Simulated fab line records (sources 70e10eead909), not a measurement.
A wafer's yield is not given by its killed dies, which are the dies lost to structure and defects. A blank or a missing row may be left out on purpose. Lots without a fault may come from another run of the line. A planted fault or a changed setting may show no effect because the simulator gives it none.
fab line records	flow nand-harc
record lots=11	wafers=33	last-day=24
route steps=1159 shown A_BLC@975 A_M0@1003 END@1159
lots that met no fault: taken from a fault-free run of the same line
start-h: hours from the record's opening day to when the first of the lot's shown wafers began	wait-h: hours elapsed since this lot's preceding step	" identical to the entry in the row above	L1.1+2: one row covering several wafers at once	- value missing, or start not given	* or withheld: withheld	< > ~ a bound
route shown NAME@n: NAME is a module with steps in the file, n the number in the route of the first one	usual: mean/standard deviation of fault-free wafers	same: alike in all rows	chamber/n: place in a boat	sites: readings site by site	_std_site: standard deviation of those values	_edge_site: outer sites' mean less inner sites'	radius-mm: how far each site lies from the wafer's centre	mask NAME#n: copy n	behind: the tool/chamber that last shaped the wafer	hold: the reason the lot was held/the length of the hold in hours/how it ended	device: whichever transistor did not switch (one of n, p or np)	end of line: at the end of the route, the tests of the same wafers	for a step that has no rows: nothing shown but its recipe	killed: count of dies lost to structure and defects at first sort (not the wafer's yield)	map: a wafer's dies, marking killed ones x, the rest . and places with no die _
set.NAME: the setting as run; set.NAME@STEP: as run at that earlier step	model.NAME: the simulator's own value behind a step, which no gauge read
the route's steps for a sample of lots (tables are steps, rows are wafers)
services: the hour from which a tool's chamber was out of use, counted from the record's first day as start-h (under 0 if before that day), plus the number of hours and why
## steps
# step NHARC_A_BLC_OVL_MEAS_11
# usual overlay-x-nm=0.0/0.95	overlay-y-nm=0.0/0.85
lot.wafer	tool	chamber	start-h	wait-h	overlay-x-nm	overlay-y-nm
L419.2	overlay-02	-	398.12	-	-1.8	-0.5
L419.5	"	-	"	"	-2.2	-0.5
L419.6	"	-	"	"	-2.6	-1.3
L417.1	overlay-01	-	399.39	-	-0.5	0.4
L417.3	"	-	"	"	-0.8	-0.6
L417.5	"	-	"	"	-0.7	-0.3
L418.1	overlay-01	-	404.19	-	-0.5	-0.4
L418.4	"	-	"	"	0.0	-0.1
L418.6	"	-	"	"	-0.5	-0.5
L420.3	overlay-02	-	420.20	-	-1.7	0.3
L420.4	"	-	"	"	-1.3	0.8
L420.6	"	-	"	"	-1.7	0.9
L424.2	overlay-02	-	427.67	-	0.9	-0.9
L424.3	"	-	"	"	-0.1	-0.7
L424.4	"	-	"	"	0.8	-1.2
L421.2	overlay-01	-	428.41	-	0.0	0.1
L421.3	"	-	"	"	0.3	0.2
L421.6	"	-	"	"	-0.4	0.0
L428.1	overlay-01	-	470.97	-	-0.3	0.2
L428.3	"	-	"	"	0.0	0.2
L428.4	"	-	"	"	0.1	0.3
L430.1	overlay-02	-	485.62	-	1.2	0.4
L430.2	"	-	"	"	1.2	0.1
L430.6	"	-	"	"	0.8	0.3
L433.1	overlay-02	-	486.37	-	0.7	0.2
L433.2	"	-	"	"	0.6	0.1
L433.6	"	-	"	"	-0.3	-0.3
L434.1	overlay-02	-	491.41	-	1.1	-0.2
L434.3	"	-	"	"	1.1	-0.1
L434.4	"	-	"	"	0.1	-0.1
L439.1	overlay-01	-	512.94	-	-0.5	-1.4
L439.3	"	-	"	"	-0.2	-1.8
L439.4	"	-	"	"	-0.3	-2.3
# step NHARC_A_BLC_ETCH_17
# recipe target-depth-a=3900	over-etch-frac=0.25	time-s=609.38	ion-energy-ev=200	n2-flow-sccm=150	h2-flow-sccm=150	ar-flow-sccm=0	rf-w=400	bias-w=150	chemistry=N2/H2
# usual drypump-motor-current-A=5.9/0.33	h2-flow-sccm=150.0/0.42	n2-flow-sccm=150.0/0.45	oes-product-au=0.992/0.012	rf-vpp-V=431/3.1	showerhead-plenum-p-Torr=2.06/0.11	throttle-valve-pct=14.171/0.0086
lot.wafer	tool	chamber	start-h	wait-h	drypump-motor-current-A	h2-flow-sccm	n2-flow-sccm	oes-product-au	rf-hours-counter-h	rf-vpp-V	showerhead-plenum-p-Torr	throttle-valve-pct
L419.2	rie-diel-02	2	-	-	5.9	149.9	150.2	1.002	6	426	1.92	14.161
L419.5	"	2	"	"	5.9	150.1	150.1	1.002	-	427	1.92	14.183
L419.6	"	3	"	"	6.0	150.2	149.5	0.982	-	432	2.13	14.173
L417.3	rie-diel-02	2	-	-	5.9	149.7	150.1	0.992	6	427	1.92	14.179
L417.1	"	0	"	"	5.3	149.9	149.7	0.978	6	432	2.11	14.175
L417.5	"	1	"	"	6.5	149.3	149.5	0.987	-	427	1.89	14.162
L418.1	rie-diel-02	2	-	-	5.9	150.0	149.9	1.019	7	426	1.92	14.179
L418.4	"	0	"	"	5.2	150.5	150.5	0.981	7	433	2.11	14.159
L418.6	"	2	"	"	5.9	149.8	149.9	1.005	-	428	1.92	14.189
L420.4	rie-diel-02	2	-	-	5.9	149.9	148.3	1.013	9	428	1.92	14.163
L420.3	"	3	"	"	6.0	150.4	149.9	0.989	9	434	2.13	14.169
L420.6	"	3	"	"	6.0	150.2	150.6	0.993	-	434	2.13	14.166
L424.2	rie-diel-02	2	-	-	5.9	149.9	150.0	1.002	10	427	1.92	14.183
L424.3	"	3	"	"	6.0	150.1	149.7	0.974	9	433	2.13	14.172
L424.4	"	1	"	"	6.5	149.8	150.0	0.990	-	427	1.89	14.167
L421.2	rie-diel-04	0	-	-	5.9	149.1	150.0	0.985	14	435	2.18	14.176
L421.3	"	1	"	"	5.7	150.4	149.6	0.970	14	428	1.96	14.167
L421.6	"	0	"	"	5.9	149.5	149.7	0.985	-	435	2.18	14.162
L428.3	rie-diel-02	3	-	-	6.1	150.0	149.6	0.989	13	435	2.13	14.183
L428.1	"	0	"	"	5.3	150.0	150.6	0.975	12	434	2.11	14.161
L428.4	"	1	"	"	6.5	150.0	149.2	0.999	14	427	1.89	14.161
L430.2	rie-diel-04	1	-	-	5.8	149.9	150.6	0.969	0	428	1.96	14.155
L430.1	"	3	"	"	5.6	150.3	149.4	1.004	1	432	2.13	14.179
L430.6	"	2	"	"	6.0	149.5	150.4	0.994	-	434	2.13	14.173
L433.2	rie-diel-02	2	-	-	5.9	149.1	150.2	0.992	16	428	1.92	14.173
L433.1	"	0	"	"	5.3	149.3	150.2	0.981	14	434	2.11	14.165
L433.6	"	0	"	"	5.3	149.9	150.3	0.983	-	433	2.11	14.179
L434.4	rie-diel-11	1	-	-	6.3	150.5	150.1	1.000	40	434	2.10	14.171
L434.1	"	2	"	"	6.5	149.9	150.6	0.995	43	431	2.08	14.177
L434.3	"	0	"	"	5.4	149.7	150.5	0.996	38	426	1.88	14.171
L439.3	rie-diel-04	3	-	-	5.6	150.2	149.6	1.014	5	433	2.13	14.183
L439.1	"	1	"	"	5.8	150.4	150.2	0.998	4	429	1.96	14.165
L439.4	"	2	"	"	6.0	150.2	150.0	0.997	5	433	2.13	14.172
# step NHARC_A_M0_DEVELOP_08
# recipe develop-time-s=35	dev-temp-c=23
# usual chill-plate-temp-C=23.01/0.11	developer-temp-C=22.99/0.11	resist-line-temp-C=22.99/0.1
lot.wafer	tool	chamber	start-h	wait-h	chill-plate-temp-C	developer-temp-C	resist-line-temp-C
L419.2	litho-track-06	0	402	-	23.14	23.03	22.91
L419.5	"	0	"	"	22.81	22.90	23.07
L419.6	"	0	"	"	22.99	23.14	23.03
L417.1	litho-track-06	0	403	-	22.93	22.96	22.92
L417.3	"	0	"	"	22.98	22.85	23.04
L417.5	"	0	"	"	22.98	22.82	23.01
L418.1	litho-track-01	0	407	-	23.01	22.95	23.12
L418.4	"	0	"	"	23.11	22.87	23.02
L418.6	"	0	"	"	23.01	23.03	23.09
L420.3	litho-track-06	0	424	-	22.75	23.06	23.05
L420.4	"	0	"	"	22.95	23.12	22.84
L420.6	"	0	"	"	23.07	23.09	22.94
L424.2	litho-track-06	0	437	-	23.02	22.93	22.88
L424.3	"	0	"	"	23.07	23.02	22.94
L424.4	"	0	"	"	23.02	23.00	22.94
L421.2	litho-track-01	0	438	-	23.14	22.95	22.92
L421.3	"	0	"	"	22.88	22.94	23.02
L421.6	"	0	"	"	22.91	23.07	22.91
L428.1	litho-track-01	0	474	-	22.85	23.19	22.85
L428.3	"	0	"	"	22.93	23.13	22.90
L428.4	"	0	"	"	22.94	23.16	22.87
L430.1	litho-track-01	0	495	-	22.99	22.89	22.91
L430.2	"	0	"	"	23.04	23.12	22.93
L430.6	"	0	"	"	22.95	23.00	22.62
L433.1	litho-track-01	0	496	-	23.14	23.82	23.19
L433.2	"	0	"	"	23.07	23.78	23.15
L433.6	"	0	"	"	23.11	23.84	23.05
L434.1	litho-track-01	0	497	-	23.00	23.99	22.96
L434.3	"	0	"	"	22.85	24.03	23.01
L434.4	"	0	"	"	22.85	24.03	22.97
L439.1	litho-track-06	0	520	-	23.12	22.95	22.96
L439.3	"	0	"	"	22.91	22.89	22.99
L439.4	"	0	"	"	22.95	22.93	22.84
# step NHARC_A_M0_STRIP_18
# recipe power-w=1000	n2-flow-sccm=150	h2-flow-sccm=150	ar-flow-sccm=0	bias-w=0	chemistry=N2/H2
# usual drypump-motor-current-A=5.6/0.51	h2-flow-sccm=150.0/0.4	n2-flow-sccm=150.0/0.43	oes-product-au=1.001/0.011	rf-vpp-V=90.7/0.99	showerhead-plenum-p-Torr=2.06/0.083	throttle-valve-pct=14.171/0.0096
lot.wafer	tool	chamber	start-h	wait-h	drypump-motor-current-A	h2-flow-sccm	n2-flow-sccm	oes-product-au	rf-hours-counter-h	rf-vpp-V	showerhead-plenum-p-Torr	throttle-valve-pct
L419.2	rie-diel-03	2	402.81	0.1	5.5	150.1	150.1	0.979	0	90.5	1.99	14.155
L419.5	"	1	"	"	4.7	150.1	150.2	0.995	-	91.2	2.19	14.166
L419.6	"	2	"	"	5.5	150.2	149.4	0.976	-	90.1	1.99	14.170
L417.3	rie-diel-08	0	404.31	0.1	6.3	150.2	149.7	1.011	0	88.8	2.07	14.182
L417.1	"	2	"	"	5.1	150.1	149.6	1.009	8	90.9	2.04	14.167
L417.5	"	3	"	"	5.2	150.0	150.4	1.005	-	91.0	2.01	14.185
L418.1	rie-diel-03	3	408.63	0.1	5.7	149.4	150.5	1.001	2	90.3	1.94	14.178
L418.4	"	1	"	"	4.7	149.5	150.4	1.010	1	92.1	2.19	14.161
L418.6	"	2	"	"	5.6	149.8	149.6	0.977	-	90.1	1.99	14.178
L420.3	rie-diel-03	0	425.05	0.1	6.1	150.1	149.5	0.987	2	91.1	2.12	14.160
L420.4	"	3	"	"	5.7	150.3	150.2	0.998	-	90.1	1.94	14.159
L420.6	"	0	"	"	6.1	149.4	150.1	0.996	-	91.1	2.12	14.160
L424.2	rie-diel-08	0	438.24	0.1	6.3	148.5	149.3	1.016	1	89.1	2.07	14.173
L424.3	"	2	"	"	5.1	149.6	150.1	1.012	10	91.2	2.04	14.162
L424.4	"	2	"	"	5.1	150.0	149.6	1.020	-	91.2	2.04	14.185
L421.2	rie-diel-08	1	438.71	0.1	5.3	150.2	150.2	0.997	11	89.6	1.95	14.164
L421.3	"	2	"	"	5.1	149.9	150.2	1.025	10	90.0	2.04	14.179
L421.6	"	0	"	"	6.4	149.9	149.9	1.014	-	91.7	2.07	14.162
L428.4	rie-diel-08	0	475.45	0.1	6.3	149.6	150.2	1.004	4	90.9	2.07	14.170
L428.3	"	1	"	"	5.3	149.7	150.2	0.991	13	89.1	1.95	14.173
L428.1	"	2	"	"	5.1	150.7	150.2	1.015	12	91.1	2.04	14.175
L430.1	rie-diel-08	3	496.36	0.1	5.2	150.2	149.5	0.999	1	90.4	2.01	14.178
L430.2	"	0	"	"	6.4	149.4	149.7	0.991	1	91.7	2.07	14.156
L430.6	"	0	"	"	6.4	149.7	149.2	0.998	-	91.7	2.07	14.167
L433.2	rie-diel-03	3	497.02	0.1	5.7	149.8	150.6	1.013	9	90.9	1.93	14.203
L433.1	"	0	"	"	6.1	150.3	149.5	1.012	8	91.3	2.11	14.161
L433.6	"	2	"	"	5.6	149.6	149.2	0.989	-	90.4	1.99	14.173
L434.4	rie-diel-03	2	497.76	0.1	5.6	150.4	149.6	0.979	8	89.2	1.99	14.169
L434.3	"	0	"	"	6.1	150.1	150.4	1.003	8	89.9	2.11	14.178
L434.1	"	1	"	"	4.7	150.3	150.1	0.993	8	91.6	2.18	14.176
L439.1	rie-diel-09	1	520.72	0.1	5.6	150.1	149.5	0.999	4	93.2	2.12	14.177
L439.3	"	3	"	"	6.3	150.5	150.0	0.981	6	90.3	2.16	14.183
L439.4	"	3	"	"	6.3	150.5	149.6	0.993	-	91.7	2.16	14.181
# step NHARC_END_SORT_01
# recipe temp-c=25
# usual defect-limited-yield=95.2/1.6	killed-at-array=29/11	killed-at-other=0.5/0.89	killed-at-periphery=3.3/2	killed-dies=32/11	killed-open=3.1/1.9	killed-short=2.3/1.6	sort_bin_2_pct=1.5/0.71	sort_bin_3_pct=0.30/0.22	sort_bin_4_pct=3.0/1.1	sort-n-pass=645/11	sort-rim-yield-pct=97.3/1.8	sort-yield-pct=95.2/1.6
# same gross-dies=677	sort_bin_5_pct[%]=0	sort_bin_6_pct[%]=0	sort_bin_7_pct[%]=0	sort_bin_8_pct[%]=0	sort-rim-n-gross=106.00
lot.wafer	tool	chamber	start-h	wait-h	defect-limited-yield[%]	killed-at-array	killed-at-other	killed-at-periphery	killed-dies	killed-open	killed-short	sort_bin_2_pct[%]	sort_bin_3_pct[%]	sort_bin_4_pct[%]	sort-n-pass	sort-rim-yield-pct[%]	sort-yield-pct[%]
L419.2	prober-01	0	441.92	2.8	97.9	12	0	2	14	3	4	0.1	0.30	1.6	663	99.1	97.9
L419.5	prober-01	0	444.30	3.7	97.3	16	0	2	18	4	2	0.4	0	2.2	659	100.0	97.3
L419.6	prober-01	0	445.09	4.0	96.9	16	0	5	21	2	4	0.6	0.15	2.4	656	95.3	96.9
L428.1	prober-01	0	518.90	2.5	93.4	39	0	6	45	0	5	2.1	0.59	4.0	632	93.4	93.4
L428.3	prober-01	0	520.50	3.1	94.8	34	0	1	35	2	2	2.1	0	3.1	642	91.5	94.8
L428.4	prober-01	0	521.31	3.4	95.1	30	0	3	33	3	4	1.8	0.15	3.0	644	96.2	95.1
L434.1	prober-01	0	554.27	2.5	96.5	19	0	5	24	4	4	0.7	0.44	2.4	653	96.2	96.5
# killed by level:class
L419.2 A_CHANNEL_HOLE_D1:chamber-film-flake=3 A_SGD_CUT:chamber-film-flake=3 A_CHANNEL_FILL_D1:geometric-particle:short=2 P_STI:geometric-particle:open=1 P_CONTACT:geometric-particle:short=1 A_ONON_D1:geometric-particle:short=1 A_CHANNEL_FILL_D1:geometric-particle:open=1 A_BLC:geometric-particle:open=1
L419.5 A_CHANNEL_HOLE_D1:chamber-film-flake=3 A_SGD_CUT:chamber-film-flake=3 A_SLIT:chamber-film-flake=3 A_M0:geometric-particle:open=2 A_STAIRCASE:chamber-film-flake=2 P_CONTACT:geometric-particle:short=1 P_CONTACT:geometric-particle:open=1 A_WL_FILL:geometric-particle:open=1
L419.6 A_SGD_CUT:chamber-film-flake=5 A_CHANNEL_HOLE_D1:chamber-film-flake=4 A_CONTACT:chamber-film-flake=3 P_M0:geometric-particle:open=2 P_STI:chamber-film-flake=2 P_GATE:geometric-particle:short=1 A_SOURCE_PLATE:geometric-particle:short=1 A_ONON_D1:geometric-particle:short=1
L428.1 A_SLIT:chamber-film-flake=17 A_CHANNEL_HOLE_D1:chamber-film-flake=12 P_GATE:chamber-film-flake=3 A_STAIRCASE:chamber-film-flake=2 A_WL_FILL:chamber-film-flake=2 A_CONTACT:chamber-film-flake=2 P_M0:geometric-particle:short=1 A_ONON_D1:geometric-particle:short=1
L428.3 A_SLIT:chamber-film-flake=13 A_CHANNEL_HOLE_D1:chamber-film-flake=8 A_STAIRCASE:chamber-film-flake=5 A_CONTACT:chamber-film-flake=5 A_WL_FILL:geometric-particle:short=2 P_CONTACT:geometric-particle:open=1 A_BLC:geometric-particle:open=1
L428.4 A_SLIT:chamber-film-flake=13 A_CHANNEL_HOLE_D1:chamber-film-flake=9 A_CHANNEL_FILL_D1:geometric-particle:short=3 A_CHANNEL_FILL_D1:geometric-particle:open=2 P_M0:geometric-particle:open=1 A_WL_FILL:geometric-particle:short=1 P_CONTACT:chamber-film-flake=1 P_M2:chamber-film-flake=1
L434.1 A_CHANNEL_HOLE_D1:chamber-film-flake=7 P_ZERO_WELL:chamber-film-flake=3 A_STAIRCASE:chamber-film-flake=3 A_CONTACT:geometric-particle:open=2 A_M1:chamber-film-flake=2 P_GATE:geometric-particle:open=1 A_CHANNEL_HOLE_D1:geometric-particle:open=1 A_SLIT:geometric-particle:short=1
## services
tool	chamber	start-h	hours	kind
rie-diel-04	0	388.92	2.6	repair
rie-diel-11	3	391.51	4.6	repair
rie-diel-03	-	392.30	9.0	pm
rie-diel-11	0	393.02	5.7	repair
rie-diel-08	2	402.20	1.2	repair
rie-diel-03	2	412.36	15.5	repair
rie-diel-08	0	425.46	6.6	repair
rie-diel-04	3	425.97	5.8	repair
rie-diel-02	0	427.68	8.7	repair
rie-diel-09	1	430.03	19.6	repair
rie-diel-09	0	430.36	10.3	repair
rie-diel-08	3	430.41	19.8	repair
rie-diel-09	-	431.14	9.0	pm
rie-diel-08	-	441.94	10.0	repair
litho-track-01	-	443.00	7.0	pm
rie-diel-09	0	457.27	26.5	repair
rie-diel-04	1	464.48	17.6	repair
rie-diel-04	-	465.90	9.0	pm
litho-track-06	-	467.00	7.0	pm
rie-diel-03	3	474.94	4.6	repair
rie-diel-08	-	479.21	9.0	pm
rie-diel-02	1	484.85	4.3	repair
rie-diel-08	-	503.40	0.2	repair
rie-diel-02	-	504.75	9.0	pm
## key
first-sign step=NHARC_A_M0_DEVELOP_08	reading=developer-temp-C	direction=up	sigmas=8.3	usual=*	struck=*
effect none on later readings
met-at NHARC_A_M0_DEVELOP_08
struck-lots L433,L434
loop-trim step=NHARC_A_M0_EXPOSE_06	setting=dose	lots=L434
not-acting-at NHARC_A_BLC_OVL_MEAS_11,NHARC_A_BLC_ETCH_17,NHARC_A_M0_STRIP_18
fault kind=process-parameter-drift	tool=litho-track-01	chamber=-	onset-h=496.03	steps=NHARC_A_M0_DEVELOP_08	channel=dev-temp-c	offset=*	shape=step	end-h=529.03	acts-in=*	stated=*
# loop-trim: a control loop set the setting to another value than it would have without faults
